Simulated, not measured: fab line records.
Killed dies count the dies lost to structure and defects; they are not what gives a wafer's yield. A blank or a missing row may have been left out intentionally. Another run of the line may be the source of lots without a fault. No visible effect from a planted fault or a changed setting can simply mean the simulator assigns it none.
Chamber matching + flow n5-finfet + N5_BEOL_M3_STRIP_36 on rie-diel-06: 4 sister chambers
The step strips in N2/H2. 4 wafers are shown with their chamber, then 7 later ones without.

== WAFERS PAIRED WITH THEIR CHAMBERS ==
| wafer  | chamber | showerhead-plenum-p-Torr (Torr) |
|--------|---------|---------------------------------|
| L078.2 | 2       | 2.46                            |
| L083.5 | 0       | 2.63                            |
| L094.1 | 3       | 2.68                            |
| L094.2 | 1       | 2.41                            |

== WAFERS WITHOUT THEIR CHAMBER ==
| wafer  | showerhead-plenum-p-Torr (Torr) |
|--------|---------------------------------|
| L094.3 | 2.62                            |
| L094.4 | 2.46                            |
| L094.5 | 2.62                            |
| L094.6 | 2.68                            |
| L097.1 | 2.68                            |
| L097.3 | 2.46                            |
| L097.5 | 2.41                            |

== THE CHAMBER EACH PASSED THROUGH ==
| wafer  | from the rows above | in truth |
|--------|---------------------|----------|
| L094.3 | 0                   | 0        |
| L094.4 | 2                   | 2        |
| L094.5 | 0                   | 0        |
| L094.6 | 3                   | 3        |
| L097.1 | 3                   | 3        |
| L097.3 | 2                   | 2        |
| L097.5 | 1                   | 1        |
7 of 7 placed correctly. Left unplaced by these rows: 0. 0 placed wrongly.
How it was worked out, from the rows above alone: a wafer's distance from a chamber is the root of the sum, over the readings, of the square of ((its reading less the chamber's mean) divided by the reading's scatter). The wafer belongs to the nearest chamber; if the next one is less than 2 further off, it can't be placed. A chamber's mean is the mean of its shown wafers. The scatter: with one shown wafer a chamber, the root of the mean of the squares of how far each hidden wafer lies from its nearest shown one.
